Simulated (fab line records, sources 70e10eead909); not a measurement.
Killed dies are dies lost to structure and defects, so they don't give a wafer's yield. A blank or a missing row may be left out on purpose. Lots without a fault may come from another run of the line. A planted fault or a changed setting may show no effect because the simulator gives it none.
fab line records | flow nand_harc | part 1 of 2: steps 1 to 27 of 32
record lots=5 wafers=15 last_day=34
route steps=1302 shown A_STAIRCASE@800
lots that met no fault: from a run of the same line without faults
start_h: hours from the record's first day to the start of the lot's first wafer shown | wait_h: hours since the lot's step before | " the same as in the row above | L1.1+2: a row that stands for several wafers | - no value, or no start given | * or withheld: withheld | < > ~ a bound
route shown NAME@n: a module of which the file shows steps, and the number in the route of the first | usual: mean/standard deviation of fault-free wafers | same: alike in all rows | chamber/n: place in a boat | sites: the reading at each site | _std_site: their standard deviation | _edge_site: outer sites' mean less inner sites' | radius_mm: how far each site lies from the wafer's centre | mask NAME#n: copy n | behind: the tool/chamber that last shaped the wafer | hold: why the lot was held/for how many hours/how that ended | device: the transistor (n, p or np) that didn't switch | end of line: the same wafers' tests at the end of the route | a step without rows: its recipe alone | killed: dies lost to structure and defects at the first sort, not the wafer's yield | map: a wafer's dies, x killed, . not, _ none there
set.NAME: the setting as run; set.NAME@STEP: as run at that earlier step | model.NAME: the simulator's own value behind a step, which no gauge read
lots at some steps of the route; a table a step, a row a wafer
services: from which hour (start_h, from the record's first day; less than 0 if before it) a tool's chamber was out of use, for how many hours, and why
## steps
# step NHARC_A_STAIRCASE_SOFTBAKE_284
# recipe temp_c=135 time_s=170
# columns lot.wafer tool chamber start_h wait_h
L077.1+3+5 litho_track-03 0 - -
L078.1+4+5 litho_track-07 0 - -
L079.1+3+5 litho_track-05 0 - -
L088.1+2+5 litho_track-07 0 - -
L097.1+3+4 litho_track-05 0 - -
# step NHARC_A_STAIRCASE_EBR_285
# columns lot.wafer tool chamber start_h wait_h
L077.1+3+5 litho_track-03 0 - -
L078.1+4+5 litho_track-07 0 - -
L079.1+3+5 litho_track-05 0 - -
L088.1+2+5 litho_track-07 0 - -
L097.1+3+4 litho_track-05 0 - -
# step NHARC_A_STAIRCASE_EXPOSE_286
# recipe na=0.5 dose_mj=25.01 mask_id=CHOP_100
# usual focus_offset_nm=0.1/0.55 reticle_temp_C=22.99/0.1
# columns lot.wafer tool chamber start_h wait_h mask focus_offset_nm reticle_temp_C
L077.1 krf_scanner-01 0 406.29 - CHOP_100#0 1.1 23.10
L077.3 " 0 " " CHOP_100#0 0.4 22.99
L077.5 " 0 " " CHOP_100#0 0.4 23.06
L078.1 krf_scanner-02 0 415.27 - CHOP_100#0 -1.1 22.84
L078.4 " 0 " " CHOP_100#0 0.9 22.83
L078.5 " 0 " " CHOP_100#0 0.1 22.95
L079.1 krf_scanner-04 0 444.41 - CHOP_100#0 -0.2 23.20
L079.3 " 0 " " CHOP_100#0 -0.5 23.27
L079.5 " 0 " " CHOP_100#0 -0.1 23.28
L088.1 krf_scanner-02 0 517.47 - CHOP_100#0 0.0 22.97
L088.2 " 0 " " CHOP_100#0 -0.8 23.12
L088.5 " 0 " " CHOP_100#0 0.1 22.91
L097.1 krf_scanner-04 0 623.03 - CHOP_100#0 -0.4 23.03
L097.3 " 0 " " CHOP_100#0 0.9 22.88
L097.4 " 0 " " CHOP_100#0 0.2 22.85
# step NHARC_A_STAIRCASE_PEB_287
# recipe peb_temp_c=115 peb_time_s=130
# columns lot.wafer tool chamber start_h wait_h
L077.1+3+5 litho_track-05 0 406.36 0.1
L078.1+4+5 litho_track-05 0 415.33 0.1
L079.1+3+5 litho_track-05 0 444.48 0.1
L088.1+2+5 litho_track-03 0 517.54 0.1
L097.1+3+4 litho_track-03 0 623.10 0.1
# step NHARC_A_STAIRCASE_DEVELOP_288
# recipe time_s=140
# columns lot.wafer tool chamber start_h wait_h
L077.1+3+5 litho_track-05 0 - -
L078.1+4+5 litho_track-05 0 - -
L079.1+3+5 litho_track-05 0 - -
L088.1+2+5 litho_track-03 0 - -
L097.1+3+4 litho_track-03 0 - -
# step NHARC_A_STAIRCASE_HARDBAKE_290
# recipe temp_c=120 time_s=140
# columns lot.wafer tool chamber start_h wait_h
L077.1+3+5 litho_track-07 0 406.57 -
L078.1+4+5 litho_track-03 0 415.55 -
L079.1+3+5 litho_track-07 0 444.71 -
L088.1+2+5 litho_track-05 0 517.76 -
L097.1+3+4 litho_track-07 0 623.32 -
# step NHARC_A_STAIRCASE_DESCUM_291
# recipe time_s=3 o2_flow_sccm=200 ar_flow_sccm=0 bias_power_w=0 chemistry=O2
# usual drypump_motor_current_A=5.6/0.47 mfc_ar_sccm=0.002/0.004 oes_product_au=0.999/0.0098 rf_vpp_V=58.1/0.97 showerhead_plenum_p_Torr=1.94/0.1 throttle_valve_pct=11.311/0.0095
# columns lot.wafer tool chamber start_h wait_h drypump_motor_current_A mfc_ar_sccm oes_product_au rf_hours_counter_h rf_vpp_V showerhead_plenum_p_Torr throttle_valve_pct
L077.1 rie_diel-13 2 406.67 - 5.6 0 1.002 15 59.0 1.98 11.330
L077.3 " 1 " " 5.1 0 0.996 16 58.6 2.05 11.309
L077.5 " 2 " " 5.6 0 1.016 - 57.5 1.98 11.304
L078.4 rie_diel-04 1 415.66 - 5.0 0 1.004 15 58.1 1.98 11.312
L078.1 " 0 " " 6.3 0 0.982 17 57.8 1.94 11.323
L078.5 " 2 " " 5.3 0.002 0.985 - 58.0 1.77 11.300
L079.3 rie_diel-04 1 444.80 - 5.0 0 1.014 26 58.8 1.98 11.302
L079.1 " 3 " " 5.2 0 0.996 27 56.8 1.80 11.308
L079.5 " 2 " " 5.3 0.002 0.990 - 56.5 1.77 11.315
L088.2 rie_diel-13 3 517.86 - 6.4 0.006 1.003 56 57.8 1.76 11.307
L088.1 " 0 " " 6.1 0 0.995 57 58.8 1.89 11.318
L088.5 " 3 " " 6.4 0.006 1.001 - 56.8 1.76 11.330
L097.3 rie_diel-11 1 623.46 - 5.7 0 0.987 0 57.3 1.82 11.328
L097.4 " 3 " " 5.2 0 0.988 1 58.7 2.02 11.296
L097.1 " 0 " " 5.7 0.016 0.991 0 58.2 2.06 11.311
# step NHARC_A_STAIRCASE_ETCH_292
# recipe cf4_flow_sccm=100 chf3_flow_sccm=30 ar_flow_sccm=0 rf_w=500 bias_w=200 chemistry=CF4/CHF3
# usual chf3_flow_sccm=30.00/0.093 drypump_motor_current_A=5.7/0.47 mfc_ar_sccm=0.002/0.004 oes_product_au=0.939/0.023 rf_vpp_V=371.3/2.7 showerhead_plenum_p_Torr=1.59/0.078 throttle_valve_pct=16.802/0.0086
# columns lot.wafer tool chamber start_h wait_h chf3_flow_sccm drypump_motor_current_A mfc_ar_sccm oes_product_au rf_hours_counter_h rf_vpp_V showerhead_plenum_p_Torr throttle_valve_pct
L077.1 rie_diel-13 3 406.75 0.1 29.96 6.4 0.006 0.928 14 367.3 1.47 16.799
L077.3 " 2 " " 30.03 5.6 0 0.933 15 372.8 1.62 16.800
L077.5 " 0 " " 29.90 6.1 0 0.930 - 370.5 1.57 16.800
L078.1 rie_diel-04 3 415.74 0.1 29.99 5.2 0 0.923 16 367.4 1.49 16.797
L078.4 " 2 " " 29.93 5.3 0.002 0.920 14 366.6 1.46 16.792
L078.5 " 3 " " 29.93 5.2 0 0.912 - 366.9 1.49 16.793
L079.3 rie_diel-04 0 444.89 0.1 29.96 6.3 0 0.902 28 371.2 1.59 16.799
L079.1 " 1 " " 30.05 5.0 0 0.933 26 372.9 1.62 16.799
L079.5 " 1 " " 29.91 5.0 0 0.928 - 371.7 1.62 16.800
L088.2 rie_diel-13 0 517.95 0.1 29.97 6.1 0 0.924 57 369.7 1.56 16.802
L088.1 " 2 " " 30.04 5.6 0 0.918 60 371.4 1.61 16.796
L088.5 " 3 " " 30.09 6.4 0.006 0.929 - 366.4 1.46 16.795
L097.4 rie_diel-11 0 623.56 0.1 30.04 5.7 0.016 0.956 1 374.2 1.69 16.803
L097.3 " 1 " " 30.06 5.7 0 0.960 0 366.6 1.50 16.807
L097.1 " 3 " " 29.99 5.2 0 0.942 1 374.5 1.66 16.794
# step NHARC_A_STAIRCASE_HM_OPEN_460
# recipe o2_flow_sccm=400 cos_flow_sccm=20 ar_flow_sccm=0 rf_w=500 bias_w=300 chemistry=O2/COS
# usual cos_flow_sccm=20.00/0.063 drypump_motor_current_A=5.7/0.47 mfc_ar_sccm=0.002/0.004 oes_product_au=0.998/0.011 rf_vpp_V=468/3.4 showerhead_plenum_p_Torr=3.16/0.16 throttle_valve_pct=28.332/0.0095
# columns lot.wafer tool chamber start_h wait_h cos_flow_sccm drypump_motor_current_A mfc_ar_sccm oes_product_au rf_hours_counter_h rf_vpp_V showerhead_plenum_p_Torr throttle_valve_pct
L077.1 rie_diel-13 1 - - 20.03 5.1 0 0.987 16 472 3.34 28.345
L077.3 " 2 " " 19.99 5.6 0 1.009 15 470 3.22 28.327
L077.5 " 2 " " 20.05 5.6 0 0.998 - 470 3.22 28.335
L078.1 rie_diel-04 3 - - 19.93 5.2 0 0.984 16 463 2.95 28.343
L078.4 " 0 " " 19.91 6.2 0 0.975 17 469 3.16 28.332
L078.5 " 2 " " 19.91 5.3 0.002 0.996 - 463 2.90 28.337
L079.3 rie_diel-04 1 - - 19.99 5.0 0 1.015 26 469 3.22 28.326
L079.1 " 0 " " 19.93 6.3 0 0.991 28 468 3.15 28.334
L079.5 " 2 " " 20.06 5.3 0.002 0.991 - 461 2.90 28.327
L088.2 rie_diel-13 3 - - 20.04 6.4 0.006 1.008 56 463 2.89 28.318
L088.1 " 0 " " 19.99 6.1 0 1.002 57 467 3.09 28.332
L088.5 " 3 " " 19.98 6.4 0.006 1.011 - 461 2.89 28.322
L097.4 rie_diel-11 1 - - 20.02 5.7 0 1.009 0 465 2.98 28.322
L097.3 " 2 " " 19.95 5.8 0 0.997 1 470 3.26 28.335
L097.1 " 0 " " 20.02 5.7 0.016 1.002 1 472 3.35 28.333
# step NHARC_A_STAIRCASE_STRIP_461
# recipe o2_flow_sccm=400 cos_flow_sccm=20 ar_flow_sccm=0 bias_w=0 chemistry=O2/COS
# columns lot.wafer tool chamber start_h wait_h
L077.1+3+5 rie_diel-13 1,2,1 - -
L078.4+1+5 rie_diel-04 1,3,0 - -
L079.3+1+5 rie_diel-04 0,2,1 - -
L088.1+2+5 rie_diel-13 1,2,0 - -
L097.3+1+4 rie_diel-11 2,3,0 - -
# step NHARC_A_STAIRCASE_ETCH_452
# recipe target_depth_a=300 overetch_a=30 time_s=16.5 ion_energy_ev=100 cf4_flow_sccm=80 o2_flow_sccm=20 ar_flow_sccm=0 rf_w=300 bias_w=100 chemistry=CF4/O2
# usual drypump_motor_current_A=5.7/0.47 mfc_ar_sccm=0.002/0.004 oes_product_au=0.999/0.0098 rf_vpp_V=198.4/1.6 showerhead_plenum_p_Torr=1.36/0.067 throttle_valve_pct=13.397/0.0096
# columns lot.wafer tool chamber start_h wait_h drypump_motor_current_A mfc_ar_sccm oes_product_au rf_hours_counter_h rf_vpp_V showerhead_plenum_p_Torr throttle_valve_pct
L077.3 rie_diel-13 3 - - 6.4 0.006 1.008 14 196.3 1.24 13.401
L077.1 " 0 " " 6.1 0 1.017 15 199.3 1.33 13.409
L077.5 " 0 " " 6.1 0 1.005 - 199.6 1.33 13.414
L078.1 rie_diel-04 0 - - 6.3 0 0.992 17 197.5 1.35 13.399
L078.4 " 2 " " 5.3 0.002 1.006 14 197.5 1.24 13.393
L078.5 " 0 " " 6.2 0 0.981 - 198.1 1.35 13.419
L079.3 rie_diel-04 3 - - 5.2 0 0.988 27 197.6 1.26 13.403
L079.1 " 0 " " 6.3 0 0.992 28 199.7 1.35 13.389
L079.5 " 0 " " 6.3 0 0.982 - 198.7 1.35 13.404
L088.2 rie_diel-13 1 - - 5.1 0 0.978 47 201.5 1.42 13.405
L088.1 " 2 " " 5.6 0 0.995 61 199.2 1.37 13.396
L088.5 " 1 " " 5.1 0 0.984 - 200.7 1.42 13.398
L097.4 rie_diel-11 2 - - 5.8 0 0.999 1 199.4 1.40 13.397
L097.3 " 3 " " 5.1 0 0.989 1 199.9 1.41 13.395
L097.1 " 0 " " 5.7 0.016 1.002 1 199.8 1.43 13.395
# step NHARC_A_STAIRCASE_ETCH_294
# recipe target_depth_a=49890 time_s=1211.6 ion_energy_ev=800 c4f8_flow_sccm=80 o2_flow_sccm=60 ar_flow_sccm=withheld rf_w=600 bias_w=3000 chemistry=C4F8/O2/Ar
# usual oes_product_au=0.933/0.01 rf_vpp_V=1830/13
# columns lot.wafer tool chamber start_h wait_h oes_product_au rf_hours_counter_h rf_vpp_V
L077.3 rie_diel-13 2 - - 0.931 15 1834
L077.1 " 1 " " 0.915 16 1844
L077.5 " 2 " " 0.932 - 1835
L078.4 rie_diel-04 3 - - 0.909 17 1813
L078.1 " 0 " " 0.925 17 1830
L078.5 " 2 " " 0.925 - 1809
L079.3 rie_diel-04 3 - - 0.932 28 1810
L079.1 " 0 " " 0.920 29 1829
L079.5 " 3 " " 0.918 - 1812
L088.1 rie_diel-13 2 - - 0.914 61 1832
L088.2 " 1 " " 0.916 47 1844
L088.5 " 3 " " 0.940 - 1807
L097.4 rie_diel-11 1 - - 0.929 1 1816
L097.3 " 2 " " 0.936 1 1837
L097.1 " 3 " " 0.933 1 1841
# step NHARC_A_STAIRCASE_STRIP_295
# recipe o2_flow_sccm=500 ar_flow_sccm=0 bias_w=0 chemistry=O2
# usual drypump_motor_current_A=5.7/0.48 mfc_ar_sccm=0.001/0.0034 oes_product_au=0.999/0.0095 rf_vpp_V=57.8/0.89 showerhead_plenum_p_Torr=3.57/0.17 throttle_valve_pct=17.037/0.0095
# columns lot.wafer tool chamber start_h wait_h drypump_motor_current_A mfc_ar_sccm oes_product_au rf_hours_counter_h rf_vpp_V showerhead_plenum_p_Torr throttle_valve_pct
L077.1 rie_diel-13 0 - - 6.1 0 1.007 16 56.7 3.52 17.035
L077.3 " 1 " " 5.1 0 1.000 16 57.9 3.77 17.035
L077.5 " 0 " " 6.1 0 1.005 - 56.4 3.52 17.010
L078.4 rie_diel-04 0 - - 6.3 0 1.004 18 58.8 3.57 17.036
L078.1 " 2 " " 5.3 0.002 1.003 15 56.9 3.28 17.051
L078.5 " 3 " " 5.2 0 0.997 - 57.9 3.33 17.028
L079.1 rie_diel-04 1 - - 5.0 0 1.008 27 58.8 3.64 17.044
L079.3 " 3 " " 5.2 0 0.978 28 57.5 3.33 17.051
L079.5 " 0 " " 6.2 0 0.985 - 58.5 3.56 17.054
L088.1 rie_diel-13 3 - - 6.4 0.006 1.008 58 58.1 3.27 17.040
L088.2 " 1 " " 5.1 0 0.976 47 58.2 3.75 17.032
L088.5 " 3 " " 6.4 0.006 1.006 - 55.3 3.27 17.020
L097.4 rie_diel-11 3 - - 5.2 0 0.992 1 59.3 3.71 17.025
L097.1 " 0 " " 5.7 0.016 0.998 1 57.4 3.78 17.024
L097.3 " 1 " " 5.7 0 0.989 1 57.5 3.37 17.039
# step NHARC_A_STAIRCASE_STRIP_296
# recipe time_s=900 temp_c=130 chemistry=SPM
# columns lot.wafer tool chamber start_h wait_h
L077.1+3+5 wet_bench-09 6,0,1 408.39 -
L078.5+1+4 wet_bench-09 7,1,3 417.39 -
L079.3+5+1 wet_bench-01 4,7,0 446.82 -
L088.1+2+5 wet_bench-01 3,5,6 519.74 -
L097.3+1+4 wet_bench-02 7,0,3 625.18 -
# step NHARC_A_STAIRCASE_PRECLEAN_297
# recipe time_s=* temp_c=50 bath_age_min=0 chemistry=SC1
# usual sc1_h2o2_end_mol_l=0.3699/0.00063
# columns lot.wafer tool chamber start_h wait_h sc1_h2o2_end_mol_l
L077.1 wet_bench-09 6 - - 0.3699
L077.3 " 0 " " 0.3699
L077.5 " 1 " " 0.3700
L078.5 wet_bench-09 7 - - 0.3692
L078.1 " 1 " " 0.3702
L078.4 " 3 " " 0.3699
L079.3 wet_bench-01 4 - - 0.3706
L079.5 " 7 " " 0.3701
L079.1 " 0 " " 0.3695
L088.1 wet_bench-01 3 - - 0.3702
L088.2 " 5 " " 0.3711
L088.5 " 6 " " 0.3703
L097.3 wet_bench-02 7 - - 0.3693
L097.1 " 0 " " 0.3693
L097.4 " 3 " " 0.3694
# step NHARC_A_STAIRCASE_SRD_298
# columns lot.wafer tool chamber start_h wait_h
L077.1+3+5 wet_bench-09 6,0,1 - -
L078.5+1+4 wet_bench-09 7,1,3 - -
L079.3+5+1 wet_bench-01 4,7,0 - -
L088.1+2+5 wet_bench-01 3,5,6 - -
L097.3+1+4 wet_bench-02 7,0,3 - -
# step NHARC_A_STAIRCASE_HM_DEP_462
# recipe target_thk_a=8000 temp_c=400 material=aC
# usual throttle_valve_pct=34.999/0.0095
# columns lot.wafer tool chamber start_h wait_h throttle_valve_pct
L077.1 acl_dep-02 0 410.15 1.3 34.999
L077.3 " 0 " " 34.999
L077.5 " 0 " " 35.000
L078.1 acl_dep-01 0 417.91 0.1 34.991
L078.4 " 0 " " 35.006
L078.5 " 0 " " 34.986
L079.1 acl_dep-02 0 447.34 0.1 35.000
L079.3 " 0 " " 35.009
L079.5 " 0 " " 34.993
L088.1 acl_dep-03 0 520.24 0.1 35.015
L088.2 " 0 " " 34.983
L088.5 " 0 " " 35.020
L097.1 acl_dep-01 0 625.71 0.1 35.001
L097.3 " 0 " " 34.987
L097.4 " 0 " " 34.986
# step NHARC_A_STAIRCASE_DEP_301
# recipe target_thk_a=300 target_thk_nm=30 temp_c=400 pressure_torr=3.5 flow_sccm=200 rf_w=350 material=SiON
# usual heater_power_outer_w=449/67 heater_power_w=755/92
# columns lot.wafer tool chamber start_h wait_h heater_power_outer_w heater_power_w
L077.3 pecvd-03 1 412.01 0.9 461 860
L077.1 " 0 " " 470 748
L077.5 " 0 " " 463 745
L078.1 pecvd-03 2 419.79 1.6 498 806
L078.4 " 2 " " 512 777
L078.5 " 1 " " 400 773
L079.3 pecvd-02 1 449.22 1.0 382 651
L079.1 " 2 " " 457 741
L079.5 " 2 " " 461 739
L088.2 pecvd-04 2 522.10 1.2 331 587
L088.1 " 1 " " 538 906
L088.5 " 0 " " 372 624
L097.1 pecvd-03 1 627.57 1.5 463 858
L097.3 " 0 " " 435 714
L097.4 " 2 " " 572 893
# step NHARC_A_STAIRCASE_DEHYDRATE_302
# recipe temp_c=150 time_s=120
# columns lot.wafer tool chamber start_h wait_h
L077.1+3+5 litho_track-03 0 412.28 0.2
L078.1+4+5 litho_track-03 0 420.06 0.2
L079.1+3+5 litho_track-07 0 449.50 0.2
L088.1+2+5 litho_track-05 0 522.38 0.2
L097.1+3+4 litho_track-05 0 627.84 0.2
# step NHARC_A_STAIRCASE_HMDS_303
# recipe time_s=30
# columns lot.wafer tool chamber start_h wait_h
L077.1+3+5 litho_track-03 0 - -
L078.1+4+5 litho_track-03 0 - -
L079.1+3+5 litho_track-07 0 - -
L088.1+2+5 litho_track-05 0 - -
L097.1+3+4 litho_track-05 0 - -
# step NHARC_A_STAIRCASE_COAT_304
# recipe spin_rpm=1200
# columns lot.wafer tool chamber start_h wait_h
L077.1+3+5 litho_track-03 0 - -
L078.1+4+5 litho_track-03 0 - -
L079.1+3+5 litho_track-07 0 - -
L088.1+2+5 litho_track-05 0 - -
L097.1+3+4 litho_track-05 0 - -
# step NHARC_A_STAIRCASE_SOFTBAKE_305
# recipe temp_c=135 time_s=170
# columns lot.wafer tool chamber start_h wait_h
L077.1+3+5 litho_track-03 0 - -
L078.1+4+5 litho_track-03 0 - -
L079.1+3+5 litho_track-07 0 - -
L088.1+2+5 litho_track-05 0 - -
L097.1+3+4 litho_track-05 0 - -
# step NHARC_A_STAIRCASE_EBR_306
# columns lot.wafer tool chamber start_h wait_h
L077.1+3+5 litho_track-03 0 - -
L078.1+4+5 litho_track-03 0 - -
L079.1+3+5 litho_track-07 0 - -
L088.1+2+5 litho_track-05 0 - -
L097.1+3+4 litho_track-05 0 - -
# step NHARC_A_STAIRCASE_EXPOSE_307
# recipe na=0.5 dose_mj=45.72 mask_id=CHOP_50
# usual focus_offset_nm=0.0/0.59 reticle_temp_C=22.97/0.13
# columns lot.wafer tool chamber start_h wait_h mask focus_offset_nm reticle_temp_C
L077.1 krf_scanner-04 0 412.61 - CHOP_50#0 -0.1 23.05
L077.3 " 0 " " CHOP_50#0 -0.2 23.02
L077.5 " 0 " " CHOP_50#0 0.4 22.88
L078.1 krf_scanner-04 0 420.27 - CHOP_50#0 0.4 23.06
L078.4 " 0 " " CHOP_50#0 0.2 23.18
L078.5 " 0 " " CHOP_50#0 0.5 23.10
L079.1 krf_scanner-02 0 449.83 - CHOP_50#0 0.8 22.83
L079.3 " 0 " " CHOP_50#0 0.6 22.99
L079.5 " 0 " " CHOP_50#0 1.5 22.95
L088.1 krf_scanner-02 0 522.58 - CHOP_50#0 0.6 23.20
L088.2 " 0 " " CHOP_50#0 -0.7 23.03
L088.5 " 0 " " CHOP_50#0 0.0 23.17
L097.1 krf_scanner-02 0 628.05 - CHOP_50#0 -0.1 23.15
L097.3 " 0 " " CHOP_50#0 -1.1 23.10
L097.4 " 0 " " CHOP_50#0 -0.6 23.04
# step NHARC_A_STAIRCASE_PEB_308
# recipe peb_temp_c=115 peb_time_s=130
# columns lot.wafer tool chamber start_h wait_h
L077.1+3+5 litho_track-05 0 412.68 0.1
L078.1+4+5 litho_track-05 0 420.33 0.1
L079.1+3+5 litho_track-07 0 449.89 0.1
L088.1+2+5 litho_track-05 0 522.65 0.1
L097.1+3+4 litho_track-05 0 628.11 0.1
# step NHARC_A_STAIRCASE_DEVELOP_309
# recipe time_s=140
# columns lot.wafer tool chamber start_h wait_h
L077.1+3+5 litho_track-05 0 - -
L078.1+4+5 litho_track-05 0 - -
L079.1+3+5 litho_track-07 0 - -
L088.1+2+5 litho_track-05 0 - -
L097.1+3+4 litho_track-05 0 - -
# step NHARC_A_STAIRCASE_HARDBAKE_311
# recipe temp_c=120 time_s=140
# columns lot.wafer tool chamber start_h wait_h
L077.1+3+5 litho_track-07 0 412.90 -
L078.1+4+5 litho_track-07 0 420.55 -
L079.1+3+5 litho_track-05 0 450.11 -
L088.1+2+5 litho_track-05 0 522.87 -
L097.1+3+4 litho_track-05 0 628.33 -
